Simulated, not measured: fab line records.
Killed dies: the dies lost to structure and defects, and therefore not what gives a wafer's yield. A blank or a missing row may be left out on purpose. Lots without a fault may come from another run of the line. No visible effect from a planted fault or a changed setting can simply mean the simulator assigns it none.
Matching of chambers || flow n5_finfet || 4 sister chambers for N5_BEOL_M11_CMP_52 on cmp-01
The step polishes, stops on SiCOH lowk, t overpolish 7 s, target thk 140 nm. 8 wafers are shown with their chamber, then 9 later ones without.

## WAFERS WITH THEIR CHAMBER
{"wafer": "L711.6", "chamber": 0, "motor_current_A (A)": 5.6, "time_to_endpoint_s (s)": 63.9}
{"wafer": "L723.1", "chamber": 3, "motor_current_A (A)": 6.3, "time_to_endpoint_s (s)": 70.2}
{"wafer": "L723.3", "chamber": 0, "motor_current_A (A)": 5.2, "time_to_endpoint_s (s)": 68.8}
{"wafer": "L724.1", "chamber": 3, "motor_current_A (A)": 6.7, "time_to_endpoint_s (s)": 67.8}
{"wafer": "L724.3", "chamber": 2, "motor_current_A (A)": 6.8, "time_to_endpoint_s (s)": 66.3}
{"wafer": "L727.1", "chamber": 1, "motor_current_A (A)": 4.9, "time_to_endpoint_s (s)": 71.3}
{"wafer": "L727.5", "chamber": 2, "motor_current_A (A)": 7.0, "time_to_endpoint_s (s)": 67.6}
{"wafer": "L727.6", "chamber": 1, "motor_current_A (A)": 4.8, "time_to_endpoint_s (s)": 71.2}

## WAFERS WITHOUT THEIR CHAMBER
{"wafer": "L728.3", "motor_current_A (A)": 5.4, "time_to_endpoint_s (s)": 60.9}
{"wafer": "L728.5", "motor_current_A (A)": 5.0, "time_to_endpoint_s (s)": 65.2}
{"wafer": "L728.6", "motor_current_A (A)": 7.0, "time_to_endpoint_s (s)": 65.7}
{"wafer": "L729.1", "motor_current_A (A)": 6.6, "time_to_endpoint_s (s)": 64.4}
{"wafer": "L729.2", "motor_current_A (A)": 5.3, "time_to_endpoint_s (s)": 67.4}
{"wafer": "L729.4", "motor_current_A (A)": 6.3, "time_to_endpoint_s (s)": 71.0}
{"wafer": "L730.2", "motor_current_A (A)": 6.2, "time_to_endpoint_s (s)": 68.5}
{"wafer": "L730.3", "motor_current_A (A)": 6.7, "time_to_endpoint_s (s)": 66.1}
{"wafer": "L730.5", "motor_current_A (A)": 6.3, "time_to_endpoint_s (s)": 69.6}

## THE CHAMBER EACH PASSED THROUGH
{"wafer": "L728.3", "from the rows above": 0, "in truth": 0}
{"wafer": "L728.5", "from the rows above": "can't be placed: 0 or 1", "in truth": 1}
{"wafer": "L728.6", "from the rows above": 2, "in truth": 2}
{"wafer": "L729.1", "from the rows above": "can't be placed: 2 or 3", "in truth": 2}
{"wafer": "L729.2", "from the rows above": 0, "in truth": 0}
{"wafer": "L729.4", "from the rows above": 3, "in truth": 3}
{"wafer": "L730.2", "from the rows above": "can't be placed: 3 or 2", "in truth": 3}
{"wafer": "L730.3", "from the rows above": "can't be placed: 2 or 3", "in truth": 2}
{"wafer": "L730.5", "from the rows above": 3, "in truth": 3}
Correct placement for 5 of the 9. Cannot be placed on the basis of these rows: 4; the candidates contain the true chamber in 4. Wrongly placed: 0.
How it was worked out, from the rows above alone: a wafer's distance from a chamber is the root of the sum, over the readings, of the square of ((its reading less the chamber's mean) divided by the reading's scatter). If the next closest chamber is less than 2 further off than the closest, the wafer can't be placed; otherwise it belongs to the closest. The mean given for a chamber averages the wafers shown for that chamber. The scatter: the root of (the sum of the squares of (reading less its chamber's mean) over the shown wafers, divided by (wafers less chambers)).
